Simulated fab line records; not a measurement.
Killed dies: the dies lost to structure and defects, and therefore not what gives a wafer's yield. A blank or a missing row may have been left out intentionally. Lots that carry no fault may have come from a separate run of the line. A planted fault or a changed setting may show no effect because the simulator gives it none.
Which tool is to blame? + flow nand harc + Sampling: 24 lots, 72 wafers, 4 of 1302 route steps

## WHAT EACH GAUGE READ, for each wafer
NHARC_P_M0_OVL_MEAS_10: pitch 180 nm.
| lot  | measured     | on         | overlay x nm (nm) | overlay y nm (nm) |
|------|--------------|------------|-------------------|-------------------|
| L074 | day 6 05:57  | overlay-02 | 0.2 -0.3 -0.1     | -1.3 -1.2 -0.7    |
| L075 | day 6 09:12  | overlay-01 | -1.5 -0.8 -1.3    | 1.6 1.5 1.6       |
| L076 | day 6 19:32  | overlay-01 | -0.3 0.1 -0.8     | 0.1 -0.2 0.1      |
| L077 | day 7 07:58  | overlay-01 | -0.4 0.1 -0.2     | -0.2 -0.3 -0.7    |
| L078 | day 7 20:03  | overlay-01 | -0.9 -1.3 -0.9    | -0.7 -0.4 0.0     |
| L079 | day 8 00:53  | overlay-02 | 0.8 0.6 0.8       | 0.1 0.1 0.2       |
| L080 | day 8 18:07  | overlay-01 | -0.6 -1.0 -0.5    | 1.3 0.9 1.5       |
| L081 | day 9 04:25  | overlay-02 | 0.7 0.6 0.4       | 0.3 0.7 0.1       |
| L082 | day 9 09:10  | overlay-01 | 0.9 0.7 0.5       | -0.8 -0.7 -0.6    |
| L083 | day 10 04:05 | overlay-02 | 0.0 0.2 -0.3      | -1.0 -1.2 -0.9    |
| L084 | day 10 08:20 | overlay-02 | -0.2 -0.4 -0.1    | -0.3 -0.3 -0.5    |
| L085 | day 10 11:53 | overlay-01 | -1.2 -0.8 -0.9    | 0.6 0.9 0.8       |
| L086 | day 10 23:14 | overlay-01 | -0.4 -1.1 -1.0    | 0.7 1.0 0.4       |
| L087 | day 11 10:43 | overlay-01 | -0.7 -0.6 -0.8    | -0.5 -1.0 -0.5    |
| L089 | day 12 05:17 | overlay-01 | -0.8 -1.0 -0.4    | -0.6 -1.5 -0.7    |
| L088 | day 12 07:47 | overlay-01 | 0.5 0.4 0.1       | -1.5 -2.1 -2.1    |
| L090 | day 13 01:15 | overlay-02 | 0.1 0.3 0.1       | 0.0 -1.2 -0.3     |
| L091 | day 13 03:30 | overlay-01 | 0.4 0.5 0.2       | 1.8 1.4 1.3       |
| L092 | day 13 13:28 | overlay-02 | -0.2 -0.2 -0.8    | -0.1 0.5 0.1      |
| L093 | day 13 22:57 | overlay-01 | 0.5 0.5 0.8       | -1.2 -1.8 -1.5    |
| L094 | day 14 14:32 | overlay-01 | 0.0 -0.3 0.4      | -1.1 -1.6 -1.4    |
| L095 | day 14 18:17 | overlay-01 | 1.2 1.5 1.0       | -0.2 0.0 -0.1     |
| L096 | day 15 07:42 | overlay-02 | -0.4 -0.4 -0.1    | 0.2 0.2 0.1       |
| L097 | day 15 17:10 | overlay-01 | -0.2 0.0 0.2      | 0.9 1.1 0.4       |

NHARC_P_M0_INSPECT_11.
| lot  | measured     | on                | raw defect count |
|------|--------------|-------------------|------------------|
| L074 | day 6 05:59  | defect inspect-01 | 4 1 6            |
| L075 | day 6 09:14  | defect inspect-02 | 0 3 2            |
| L076 | day 6 19:35  | defect inspect-02 | 6 3 4            |
| L077 | day 7 08:00  | defect inspect-01 | 3 6 2            |
| L078 | day 7 20:05  | defect inspect-01 | 4 0 2            |
| L079 | day 8 00:55  | defect inspect-02 | 5 2 3            |
| L080 | day 8 18:09  | defect inspect-01 | 3 3 2            |
| L081 | day 9 04:27  | defect inspect-01 | 8 1 5            |
| L082 | day 9 09:13  | defect inspect-02 | 3 3 4            |
| L083 | day 10 04:07 | defect inspect-01 | 2 6 7            |
| L084 | day 10 08:22 | defect inspect-01 | 2 8 3            |
| L085 | day 10 11:55 | defect inspect-01 | 2 8 14           |
| L086 | day 10 23:16 | defect inspect-02 | 1 5 9            |
| L087 | day 11 10:44 | defect inspect-02 | 1 2 3            |
| L089 | day 12 05:20 | defect inspect-02 | 12 9 12          |
| L088 | day 12 07:50 | defect inspect-02 | 5 10 4           |
| L090 | day 13 01:17 | defect inspect-01 | 5 8 8            |
| L091 | day 13 03:32 | defect inspect-02 | 3 1 3            |
| L092 | day 13 13:30 | defect inspect-02 | 2 2 4            |
| L093 | day 13 22:59 | defect inspect-01 | 1 0 5            |
| L094 | day 14 14:35 | defect inspect-02 | 4 3 1            |
| L095 | day 14 18:19 | defect inspect-02 | 3 4 2            |
| L096 | day 15 07:44 | defect inspect-02 | 7 6 5            |
| L097 | day 15 17:12 | defect inspect-01 | 1 2 3            |

NHARC_P_M0_THK_MEAS_24: measures by xrf.
| lot  | measured     | on            | thk nm (nm)       |
|------|--------------|---------------|-------------------|
| L074 | day 6 08:22  | film metro-01 | 117.0 116.8 117.3 |
| L075 | day 6 11:37  | film metro-02 | 119.6 117.7 119.9 |
| L076 | day 6 21:58  | film metro-01 | 116.3 119.9 119.5 |
| L077 | day 7 10:34  | film metro-02 | 119.3 120.5 119.7 |
| L078 | day 7 22:28  | film metro-01 | 117.8 113.5 117.9 |
| L079 | day 8 03:47  | film metro-01 | 118.9 118.2 118.6 |
| L080 | day 8 20:52  | film metro-02 | 118.4 116.2 118.1 |
| L081 | day 9 06:52  | film metro-01 | 115.7 116.6 116.5 |
| L082 | day 9 11:38  | film metro-01 | 117.7 122.0 119.6 |
| L083 | day 10 06:31 | film metro-01 | 118.4 115.0 117.0 |
| L084 | day 10 10:51 | film metro-01 | 119.4 117.9 119.3 |
| L085 | day 10 14:17 | film metro-02 | 117.4 119.4 118.7 |
| L086 | day 11 01:38 | film metro-01 | 119.4 116.8 118.2 |
| L087 | day 11 13:08 | film metro-02 | 120.6 117.3 117.6 |
| L089 | day 12 07:43 | film metro-02 | 114.6 114.7 120.0 |
| L088 | day 12 10:13 | film metro-01 | 115.0 116.5 118.2 |
| L090 | day 13 03:40 | film metro-01 | 114.4 117.5 118.4 |
| L091 | day 13 05:55 | film metro-01 | 117.3 115.2 121.5 |
| L092 | day 13 15:59 | film metro-01 | 120.5 120.8 120.5 |
| L093 | day 14 01:29 | film metro-02 | 120.6 120.7 120.5 |
| L094 | day 14 16:57 | film metro-01 | 117.7 116.7 117.4 |
| L095 | day 14 20:42 | film metro-01 | 116.6 115.1 112.3 |
| L096 | day 15 10:08 | film metro-01 | 112.9 114.3 120.4 |
| L097 | day 15 19:54 | film metro-01 | 117.6 113.6 116.0 |

## WHICH TOOL RAN EACH LOT (tool, then ch and the chambers of the sampled wafers, then the start)
| lot  | NHARC_P_M0_CMP_23             |
|------|-------------------------------|
| L074 | cmp-03 ch 0,1, day 6 08:05    |
| L075 | cmp-03 ch 0,2, day 6 11:20    |
| L076 | cmp-02 ch 0,3, day 6 21:39    |
| L077 | cmp-03 ch 0,2, day 7 10:17    |
| L078 | cmp-04 ch 1,2, day 7 22:10    |
| L079 | cmp-02 ch 0,2, day 8 03:30    |
| L080 | cmp-03 ch 0,1,3, day 8 20:35  |
| L081 | cmp-04 ch 1,3, day 9 06:35    |
| L082 | cmp-02 ch 0,2,3, day 9 11:19  |
| L083 | cmp-02 ch 0,1,3, day 10 06:11 |
| L084 | cmp-03 ch 0,1,2, day 10 10:32 |
| L085 | cmp-03 ch 0,1,3, day 10 13:58 |
| L086 | cmp-02 ch 1,3, day 11 01:19   |
| L087 | cmp-03 ch 0,2,3, day 11 12:53 |
| L089 | cmp-04 ch 0,1,3, day 12 07:24 |
| L088 | cmp-02 ch 2,3, day 12 09:55   |
| L090 | cmp-04 ch 0,1,2, day 13 03:22 |
| L091 | cmp-02 ch 1,2,3, day 13 05:36 |
| L092 | cmp-03 ch 1,2,3, day 13 15:42 |
| L093 | cmp-03 ch 0,2,3, day 14 01:15 |
| L094 | cmp-02 ch 0,2, day 14 16:40   |
| L095 | cmp-04 ch 1,2, day 14 20:25   |
| L096 | cmp-04 ch 0,1, day 15 09:51   |
| L097 | cmp-04 ch 1,2,3, day 15 19:37 |
- NHARC_P_M0_CMP_23: polishes, t overpolish 20 s, target thk 117.54 nm.

## AS READ BY THE TOOLS THEMSELVES (means over the sampled wafers that have a number; for cases with no such wafer, the mark the record gives instead)
NHARC_P_M0_CMP_23.
| lot  | tool   | motor current A (A) | time to endpoint s (s) |
|------|--------|---------------------|------------------------|
| L074 | cmp-03 | 12.4                | 27                     |
| L075 | cmp-03 | 13.3                | 29                     |
| L076 | cmp-02 | 11.8                | 28                     |
| L077 | cmp-03 | 12.5                | 30                     |
| L078 | cmp-04 | 10.8                | 26                     |
| L079 | cmp-02 | 12.7                | 31                     |
| L080 | cmp-03 | 11.9                | 31                     |
| L081 | cmp-04 | 10.6                | 24                     |
| L082 | cmp-02 | 11.9                | 33                     |
| L083 | cmp-02 | 12.1                | 28                     |
| L084 | cmp-03 | 13.3                | 33                     |
| L085 | cmp-03 | 12.6                | 33                     |
| L086 | cmp-02 | 11.1                | 28                     |
| L087 | cmp-03 | 11.8                | 28                     |
| L089 | cmp-04 | 10.9                | 27                     |
| L088 | cmp-02 | 10.5                | 26                     |
| L090 | cmp-04 | 11.2                | 29                     |
| L091 | cmp-02 | 11.7                | 30                     |
| L092 | cmp-03 | 13.3                | 33                     |
| L093 | cmp-03 | 12.2                | 30                     |
| L094 | cmp-02 | 13.1                | 32                     |
| L095 | cmp-04 | 10.6                | 26                     |
| L096 | cmp-04 | 10.5                | 24                     |
| L097 | cmp-04 | 11.1                | 28                     |

## THE ANSWER, worked out from the rows above alone
Rule: the usual values come from the lots themselves. The widest of any qualifying gaps counts: lots, ordered by their means at a reading, are off when they make up no more than a third of the lots, leave a main group of 4 or more, and stand apart from it by 3 or more times the standard deviation of that group's means. Not used: any main group whose means are identical at the precision the tables above print for the reading. A lot without any number at a reading at which 4 lots or more have one is off too. Any other lot the step has rows for is counted as sound. Order of review: gauges by route order, followed by the tools' own readings, for which a lot's mean as printed above is used. At the first step where some lot is off, the reading lying furthest off is the one used; lots without a number count as furthest.
No lot is off at any reading shown: from this, nothing can be told.

## WHAT WAS PUT IN BY THE SIMULATOR
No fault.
